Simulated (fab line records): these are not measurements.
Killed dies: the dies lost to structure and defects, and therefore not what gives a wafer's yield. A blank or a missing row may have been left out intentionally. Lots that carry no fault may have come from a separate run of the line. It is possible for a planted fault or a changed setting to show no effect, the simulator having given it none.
Chamber matching || flow n5Finfet || N5_BEOL_M8_ETCH_62 on rieDiel-03 has 4 sister chambers
The step etches SOC in N2/H2, target depth 110 nm, overetch 22 nm, time 165 s. 4 wafers are shown with their chamber, then 9 later ones without.

## WAFERS PAIRED WITH THEIR CHAMBERS
{"wafer": "L085.3", "chamber": 0, "drypumpMotorCurrentA (A)": 5.6}
{"wafer": "L090.3", "chamber": 3, "drypumpMotorCurrentA (A)": 6.5}
{"wafer": "L090.4", "chamber": 1, "drypumpMotorCurrentA (A)": 5.2}
{"wafer": "L090.5", "chamber": 2, "drypumpMotorCurrentA (A)": 5.3}

## WAFERS WITHOUT THEIR CHAMBER
{"wafer": "L088.1", "drypumpMotorCurrentA (A)": 5.3}
{"wafer": "L088.3", "drypumpMotorCurrentA (A)": 5.7}
{"wafer": "L088.6", "drypumpMotorCurrentA (A)": 5.7}
{"wafer": "L094.1", "drypumpMotorCurrentA (A)": 5.2}
{"wafer": "L094.2", "drypumpMotorCurrentA (A)": 5.7}
{"wafer": "L094.5", "drypumpMotorCurrentA (A)": 5.2}
{"wafer": "L096.2", "drypumpMotorCurrentA (A)": 5.3}
{"wafer": "L096.4", "drypumpMotorCurrentA (A)": 5.2}
{"wafer": "L096.5", "drypumpMotorCurrentA (A)": 5.6}

## WHICH CHAMBER EACH ONE RAN IN
{"wafer": "L088.1", "from the rows above": "can't be placed: 2 or 1", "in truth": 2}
{"wafer": "L088.3", "from the rows above": 0, "in truth": 0}
{"wafer": "L088.6", "from the rows above": 0, "in truth": 0}
{"wafer": "L094.1", "from the rows above": "can't be placed: 1 or 2", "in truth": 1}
{"wafer": "L094.2", "from the rows above": 0, "in truth": 0}
{"wafer": "L094.5", "from the rows above": "can't be placed: 1 or 2", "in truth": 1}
{"wafer": "L096.2", "from the rows above": "can't be placed: 2 or 1", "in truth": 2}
{"wafer": "L096.4", "from the rows above": "can't be placed: 1 or 2", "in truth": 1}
{"wafer": "L096.5", "from the rows above": 0, "in truth": 0}
Correct placement for 4 of the 9. From these rows, 5 cannot be placed; in 5 the true chamber is one of the candidates. Placed wrongly: 0.
How it was worked out, from the rows above alone: a wafer's distance from a chamber is the root of the sum, over the readings, of the square of ((its reading less the chamber's mean) divided by the reading's scatter). If the next closest chamber is less than 2 further off than the closest, the wafer can't be placed; otherwise it belongs to the closest. The mean given for a chamber averages the wafers shown for that chamber. The scatter: with one shown wafer a chamber, the root of the mean of the squares of how far each hidden wafer lies from its nearest shown one.
